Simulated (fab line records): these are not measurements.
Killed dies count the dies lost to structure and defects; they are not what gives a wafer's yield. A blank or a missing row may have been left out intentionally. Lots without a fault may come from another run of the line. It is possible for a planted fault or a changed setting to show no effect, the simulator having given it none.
The tool behind it: which one? + flow nandHarc + Sampling: 14 lots, 42 wafers, 6 of 1302 route steps

## WHAT EACH GAUGE READ, for each wafer
NHARC_P_CONTACT_CD_MEAS_12: the cd target is 90 nm. Usual: 90.2 nm for cdNm, sd 0.58.
| lot  | measured     | on       | cdNm (nm)      | flag |
|------|--------------|----------|----------------|------|
| L171 | day 6 01:12  | cdSem-03 | 89.5 89.9 90.5 |      |
| L172 | day 6 06:44  | cdSem-02 | 89.7 90.2 89.7 |      |
| L173 | day 6 16:34  | cdSem-01 | 90.0 90.1 90.0 |      |
| L174 | day 7 07:28  | cdSem-01 | 90.0 90.5 90.7 |      |
| L175 | day 7 19:50  | cdSem-02 | 90.1 90.9 89.8 |      |
| L177 | day 8 17:16  | cdSem-03 | 90.3 90.5 90.7 |      |
| L178 | day 9 00:33  | cdSem-02 | 89.8 89.9 89.8 |      |
| L183 | day 10 20:41 | cdSem-03 | 99.2 98.7 98.0 | OFF  |
| L185 | day 11 19:43 | cdSem-03 | 99.4 99.6 99.2 | OFF  |
| L188 | day 13 00:38 | cdSem-02 | 90.1 90.7 90.5 |      |
| L190 | day 13 17:04 | cdSem-03 | 90.2 91.2 90.6 |      |
| L191 | day 14 03:25 | cdSem-01 | 90.6 89.1 90.7 |      |
| L193 | day 14 19:13 | cdSem-02 | 90.2 90.6 90.6 |      |
| L192 | day 14 20:02 | cdSem-02 | 89.4 91.2 90.1 |      |

NHARC_P_CONTACT_CD_MEAS_19. Usual: 89.6 nm for cdNm, sd 1.6.
| lot  | measured     | on       | cdNm (nm)       | flag |
|------|--------------|----------|-----------------|------|
| L171 | day 6 02:37  | cdSem-01 | 88.2 89.9 89.2  |      |
| L172 | day 6 07:48  | cdSem-01 | 88.9 91.0 89.1  |      |
| L173 | day 6 17:38  | cdSem-02 | 91.1 92.3 91.9  |      |
| L174 | day 7 08:31  | cdSem-03 | 86.9 90.0 89.5  |      |
| L175 | day 7 20:53  | cdSem-01 | 91.3 90.9 91.6  |      |
| L177 | day 8 18:19  | cdSem-03 | 90.9 88.1 91.0  |      |
| L178 | day 9 01:37  | cdSem-01 | 86.4 86.9 90.4  |      |
| L183 | day 10 21:44 | cdSem-03 | 101.9 96.4 96.4 | OFF  |
| L185 | day 11 20:46 | cdSem-02 | 98.2 97.6 98.0  | OFF  |
| L188 | day 13 01:43 | cdSem-03 | 89.5 90.4 88.8  |      |
| L190 | day 13 18:07 | cdSem-01 | 89.9 90.5 89.4  |      |
| L191 | day 14 04:29 | cdSem-01 | 91.9 87.5 92.2  |      |
| L193 | day 14 20:17 | cdSem-01 | 89.0 91.4 90.2  |      |
| L192 | day 14 21:06 | cdSem-02 | 88.9 89.9 92.3  |      |

## TOOL THAT RAN EACH LOT (tool first, then ch and the chambers of the sampled wafers, then the start)
| lot  | NHARC_P_GATE_STRIP_75               | NHARC_P_GATE_STRIP_113              | NHARC_P_CONTACT_PEB_10           | NHARC_P_CONTACT_DESCUM_17         |
|------|-------------------------------------|-------------------------------------|----------------------------------|-----------------------------------|
| L171 | plasmaAsher-02 ch 0,1, day 5 18:07  | plasmaAsher-01 ch 0,1, day 5 21:03  | lithoTrack-01 ch 0, day 6 01:07  | rieDiel-09 ch 0,1,3, day 6 01:23  |
| L172 | plasmaAsher-01 ch 0,1, day 5 23:30  | plasmaAsher-01 ch 0,1, day 6 02:45  | lithoTrack-01 ch 0, day 6 06:40  | rieDiel-05 ch 0,3, day 6 06:55    |
| L173 | plasmaAsher-01 ch 0,1, day 6 08:50  | plasmaAsher-01 ch 0,1, day 6 12:06  | lithoTrack-04 ch 0, day 6 16:29  | rieDiel-09 ch 1,3, day 6 16:45    |
| L174 | plasmaAsher-02 ch 0, day 7 00:14    | plasmaAsher-02 ch 1, day 7 03:26    | lithoTrack-06 ch 0, day 7 07:22  | rieDiel-02 ch 0,1, day 7 07:38    |
| L175 | plasmaAsher-02 ch 0,1, day 7 12:31  | plasmaAsher-01 ch 0,1, day 7 16:02  | lithoTrack-04 ch 0, day 7 19:45  | rieDiel-02 ch 0,1,2, day 7 20:02  |
| L177 | plasmaAsher-02 ch 0,1, day 8 09:52  | plasmaAsher-01 ch 0,1, day 8 13:16  | lithoTrack-01 ch 0, day 8 17:11  | rieDiel-02 ch 0,3, day 8 17:26    |
| L178 | plasmaAsher-01 ch 0,1, day 8 17:04  | plasmaAsher-02 ch 0,1, day 8 20:25  | lithoTrack-01 ch 0, day 9 00:28  | rieDiel-02 ch 0,2,3, day 9 00:44  |
| L183 | plasmaAsher-02 ch 0,1, day 10 13:18 | plasmaAsher-02 ch 0,1, day 10 16:34 | lithoTrack-01 ch 0, day 10 20:37 | rieDiel-02 ch 0,1,3, day 10 20:53 |
| L185 | plasmaAsher-01 ch 0,1, day 11 12:04 | plasmaAsher-01 ch 0,1, day 11 15:35 | lithoTrack-01 ch 0, day 11 19:38 | rieDiel-02 ch 0,1, day 11 19:54   |
| L188 | plasmaAsher-01 ch 0,1, day 12 16:46 | plasmaAsher-01 ch 0,1, day 12 19:59 | lithoTrack-06 ch 0, day 13 00:34 | rieDiel-02 ch 0,1,2, day 13 00:49 |
| L190 | plasmaAsher-02 ch 0,1, day 13 09:34 | plasmaAsher-02 ch 0,1, day 13 13:14 | lithoTrack-04 ch 0, day 13 16:58 | rieDiel-05 ch 1,2, day 13 17:14   |
| L191 | plasmaAsher-01 ch 0,1, day 13 20:31 | plasmaAsher-01 ch 0,1, day 13 23:46 | lithoTrack-04 ch 0, day 14 03:20 | rieDiel-02 ch 0,1,3, day 14 03:38 |
| L193 | plasmaAsher-02 ch 0,1, day 14 11:24 | plasmaAsher-02 ch 0,1, day 14 15:05 | lithoTrack-04 ch 0, day 14 19:08 | rieDiel-02 ch 0,1,2, day 14 19:25 |
| L192 | plasmaAsher-01 ch 0,1, day 14 12:43 | plasmaAsher-01 ch 0,1, day 14 15:54 | lithoTrack-04 ch 0, day 14 19:58 | rieDiel-09 ch 0,1, day 14 20:14   |
- NHARC_P_GATE_STRIP_75: strips in O2.
- NHARC_P_GATE_STRIP_113: strips in N2/H2, time 740 s.
- NHARC_P_CONTACT_PEB_10: peb time 65 s.
- NHARC_P_CONTACT_DESCUM_17: chemistry O2, time 3 s.

## WHAT THE TOOLS THEMSELVES READ (means of the sampled wafers that have a number; where no wafer has one, the mark that the record gives instead)
NHARC_P_GATE_STRIP_75. Usual: drypumpMotorCurrentA 5.59 A, standard deviation 0.18; heaterPowerW 354 W, standard deviation 32; rfReflPowerW 26 W, standard deviation 8.6.
| lot  | tool           | drypumpMotorCurrentA (A) | heaterPowerW (W) | rfReflPowerW (W) | flag |
|------|----------------|--------------------------|------------------|------------------|------|
| L171 | plasmaAsher-02 | 5.76                     | 333              | 30               |      |
| L172 | plasmaAsher-01 | 5.40                     | 380              | 28               |      |
| L173 | plasmaAsher-01 | 5.50                     | 375              | 27               |      |
| L174 | plasmaAsher-02 | 5.70                     | 304              | 14               |      |
| L175 | plasmaAsher-02 | 5.71                     | 326              | 22               |      |
| L177 | plasmaAsher-02 | 5.74                     | 319              | 21               |      |
| L178 | plasmaAsher-01 | 5.50                     | 361              | 27               |      |
| L183 | plasmaAsher-02 | 5.76                     | 339              | 29               |      |
| L185 | plasmaAsher-01 | 5.51                     | 362              | 27               |      |
| L188 | plasmaAsher-01 | 5.50                     | 362              | 27               |      |
| L190 | plasmaAsher-02 | 5.72                     | 351              | 30               |      |
| L191 | plasmaAsher-01 | 5.40                     | 376              | 28               |      |
| L193 | plasmaAsher-02 | 5.72                     | 338              | 22               |      |
| L192 | plasmaAsher-01 | 5.50                     | 362              | 27               |      |

NHARC_P_GATE_STRIP_113. Usual: drypumpMotorCurrentA 5.57 A, standard deviation 0.19; heaterPowerW 95 W, standard deviation 8.4; rfReflPowerW 27 W, standard deviation 7.8.
| lot  | tool           | drypumpMotorCurrentA (A) | heaterPowerW (W) | rfReflPowerW (W) | flag |
|------|----------------|--------------------------|------------------|------------------|------|
| L171 | plasmaAsher-01 | 5.41                     | 103              | 28               |      |
| L172 | plasmaAsher-01 | 5.50                     | 98               | 27               |      |
| L173 | plasmaAsher-01 | 5.40                     | 104              | 27               |      |
| L174 | plasmaAsher-02 | 5.76                     | 95               | 38               |      |
| L175 | plasmaAsher-01 | 5.50                     | 98               | 27               |      |
| L177 | plasmaAsher-01 | 5.39                     | 103              | 28               |      |
| L178 | plasmaAsher-02 | 5.73                     | 85               | 22               |      |
| L183 | plasmaAsher-02 | 5.73                     | 86               | 22               |      |
| L185 | plasmaAsher-01 | 5.40                     | 104              | 28               |      |
| L188 | plasmaAsher-01 | 5.50                     | 97               | 27               |      |
| L190 | plasmaAsher-02 | 5.73                     | 89               | 22               |      |
| L191 | plasmaAsher-01 | 5.40                     | 102              | 28               |      |
| L193 | plasmaAsher-02 | 5.73                     | 94               | 30               |      |
| L192 | plasmaAsher-01 | 5.41                     | 101              | 28               |      |

NHARC_P_CONTACT_DESCUM_17. Usual: drypumpMotorCurrentA 5.8 A, standard deviation 0.44; o2FlowSccm 199.9 sccm, standard deviation 0.55; oesProductAu 0.999 a.u., standard deviation 0.0092; rfVppV 57.6 V, standard deviation 0.93; showerheadPlenumPTorr 1.86 Torr, standard deviation 0.066; throttleValvePct 11.311 %, standard deviation 0.0088.
| lot  | tool       | drypumpMotorCurrentA (A) | o2FlowSccm (sccm) | oesProductAu (a.u.) | rfVppV (V) | showerheadPlenumPTorr (Torr) | throttleValvePct (%) | flag |
|------|------------|--------------------------|-------------------|---------------------|------------|------------------------------|----------------------|------|
| L171 | rieDiel-09 | 6.0                      | 200.1             | 1.008               | 58.3       | 1.90                         | 11.308               |      |
| L172 | rieDiel-05 | 5.4                      | 200.1             | 0.996               | 58.2       | 1.94                         | 11.314               |      |
| L173 | rieDiel-09 | 5.7                      | 199.6             | 1.007               | 57.4       | 1.91                         | 11.316               |      |
| L174 | rieDiel-02 | 5.6                      | 199.5             | 0.987               | 58.0       | 1.83                         | 11.309               |      |
| L175 | rieDiel-02 | 5.9                      | 200.3             | 0.994               | 57.8       | 1.81                         | 11.310               |      |
| L177 | rieDiel-02 | 5.4                      | 200.1             | 0.995               | 57.0       | 1.87                         | 11.311               |      |
| L178 | rieDiel-02 | 5.7                      | 199.9             | 0.990               | 57.9       | 1.84                         | 11.308               |      |
| L183 | rieDiel-02 | 5.5                      | 199.8             | 0.997               | 57.6       | 1.85                         | 11.306               |      |
| L185 | rieDiel-02 | 5.7                      | 200.0             | 1.001               | 57.9       | 1.82                         | 11.318               |      |
| L188 | rieDiel-02 | 5.9                      | 199.9             | 1.008               | 56.7       | 1.81                         | 11.309               |      |
| L190 | rieDiel-05 | 5.7                      | 199.9             | 1.010               | 56.8       | 1.83                         | 11.304               |      |
| L191 | rieDiel-02 | 5.5                      | 199.9             | 0.990               | 57.8       | 1.85                         | 11.317               |      |
| L193 | rieDiel-02 | 5.9                      | 200.1             | 0.996               | 57.5       | 1.81                         | 11.313               |      |
| L192 | rieDiel-09 | 6.2                      | 199.6             | 1.014               | 57.7       | 1.91                         | 11.304               |      |

## THE ANSWER, worked out from the rows above alone
Rule: a lot is off if the mean of its wafers that have a number lies more than 3 standard deviations from the usual mean. Also off: a lot with no number at a reading for which 4 or more lots have one. Where the step has rows for the other lots, those lots are counted as sound. After the gauges, taken in route order, come the tools' own readings; for these a lot's mean is taken, as printed above. At the first step where some lot is off, the reading lying furthest off is the one used; lots without a number count as furthest.
Off at NHARC_P_CONTACT_CD_MEAS_12 (cdNm): L183, L185.
If a tool, at a process step before that reading, ran all the lots that are off and no sound lot after the first of them, it fits. The gauges at NHARC_P_CONTACT_CD_MEAS_12 are tried like those tools. One candidate fits, namely lithoTrack-01 at NHARC_P_CONTACT_PEB_10. A fault onset in the window from L178 (day 9 00:28, its last sound lot) to L183 (day 10 20:37, its first lot off) fits.

## WHAT THE SIMULATOR HAD PUT IN
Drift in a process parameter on lithoTrack-01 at NHARC_P_CONTACT_PEB_10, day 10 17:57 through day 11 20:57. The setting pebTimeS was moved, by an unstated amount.
Struck lots among those shown: L183, L185. The same result came from the rule above.
